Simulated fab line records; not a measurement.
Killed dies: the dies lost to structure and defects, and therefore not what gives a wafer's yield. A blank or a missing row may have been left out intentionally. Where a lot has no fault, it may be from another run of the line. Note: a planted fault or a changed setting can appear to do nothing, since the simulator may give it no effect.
Split-lot trial    flow n5_finfet    on a route of 1938 steps: 7 lots, 21 wafers read

## ABOUT THE SPLIT
At N5_WELL_APT_PEB_06 (peb time 90 s), the setting peb_temp_c was moved away from the recipe's 130 C on 13 of the 21 wafers read, by -2.2% to +2.2%. The other wafers ran this setting at the recipe's value.

## FROM THE SPLIT TO THE READING: what the file shows between them, 2 steps
- N5_WELL_APT_DEVELOP_07: develop time 45 s (also split here: develop_time_s)
- N5_WELL_APT_HARDBAKE_12: time 120 s

## THE READING
At N5_WELL_APT_CD_MEAS_08: cd_nm in nanometres, against a target cd of 200 nm. Typical for fault-free wafers on this fab line: 199.5 nm, with standard deviation 1.5 nm.

wafer   tool, chamber at the split  peb_temp_c as run, C  against the recipe  cd_nm, nm  against lot-mates on the recipe
L074.2  litho_track-04, 0           131.6                 +1.2%               206.8      +6.5
L074.5  litho_track-04, 0           130                   recipe              200.3      -
L074.6  litho_track-04, 0           131.6                 +1.2%               206.6      +6.3
L076.2  litho_track-01, 0           129                   -0.8%               193.3      -3.3
L076.3  litho_track-01, 0           130                   recipe              196.6      -
L076.5  litho_track-01, 0           129                   -0.8%               192.9      -3.7
L082.1  litho_track-01, 0           132.5                 +1.9%               210.9      no lot-mate on the recipe
L082.3  litho_track-01, 0           132.5                 +1.9%               212.6      no lot-mate on the recipe
L082.6  litho_track-01, 0           132.5                 +1.9%               212.5      no lot-mate on the recipe
L083.1  litho_track-05, 0           130                   recipe              199.0      -
L083.2  litho_track-05, 0           130                   recipe              197.9      -
L083.6  litho_track-05, 0           130                   recipe              195.9      -
L084.1  litho_track-05, 0           131.9                 +1.5%               208.1      +9.4
L084.5  litho_track-05, 0           130                   recipe              198.7      -
L084.6  litho_track-05, 0           131.9                 +1.5%               206.8      +8.1
L085.2  litho_track-01, 0           127.1                 -2.2%               186.3      -15.3
L085.3  litho_track-01, 0           130                   recipe              201.6      -
L085.6  litho_track-01, 0           127.1                 -2.2%               185.2      -16.4
L086.1  litho_track-01, 0           130                   recipe              200.0      -
L086.2  litho_track-01, 0           132.9                 +2.2%               210.3      +10.3
L086.3  litho_track-01, 0           132.9                 +2.2%               213.1      +13.1

FIT RESULTS
A straight line over all 21 wafers: cd_nm changes by +6.2 nm for each +1% of peb_temp_c; r = +0.98; the points scatter about the line by 1.5 nm.
The same after taking each lot's own level away (the mean of its wafers on the recipe; 18 wafers): +6.04 nm for each +1%; r = +0.99; scatter 1.3 nm.
The reading moves by 13 nm for the largest change in peb_temp_c, on that fit.
Measured against the standard deviation above, the lots' own levels, which go from 196.60 to 201.60 nm, span 3.3 times it.
The two slopes agree, so the slope changes little with the lot-to-lot level.
Check: -13.4 nm against its lot-mates is what the line predicts for one of the wafers moved furthest among these (-2.2%) when that wafer is left out of the fit. Against them it came out at -15.3 nm.

## THE OTHER SPLITS THESE WAFERS WENT THROUGH
Other splits were also applied to these wafers ahead of the reading. Each is held against what the fit with the lots' levels taken away leaves over:
other split on the same wafers           wafers away from the commonest value  r with cd_nm (lot level and that fit taken away)
N5_ZERO_LAYER_EXPOSE_08 dose_mj          9                                     -0.09
N5_ZERO_LAYER_DEVELOP_10 develop_time_s  2                                     +0.27
N5_WELL_APT_DEVELOP_07 develop_time_s    8                                     -0.12

## THE WHOLE CHAIN: every reading that the file lists as answering this split, in the file's order
step                    what it does              reading                                                          change (the file's fit)               r (the file's)
N5_WELL_APT_CD_MEAS_08  target cd 200 nm          cd_nm                                                            +5.98 nm for each +1% of the setting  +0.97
N5_WELL_APT_DESCUM_13   chemistry O2, time 7.9 s  WELL_APT.cd_nm (the simulator's own value, which no gauge read)  +6.06 nm for each +1% of the setting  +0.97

## FILE'S OWN FIT
cd_nm changes by +5.98 nm for each +1% of peb_temp_c, r = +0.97.
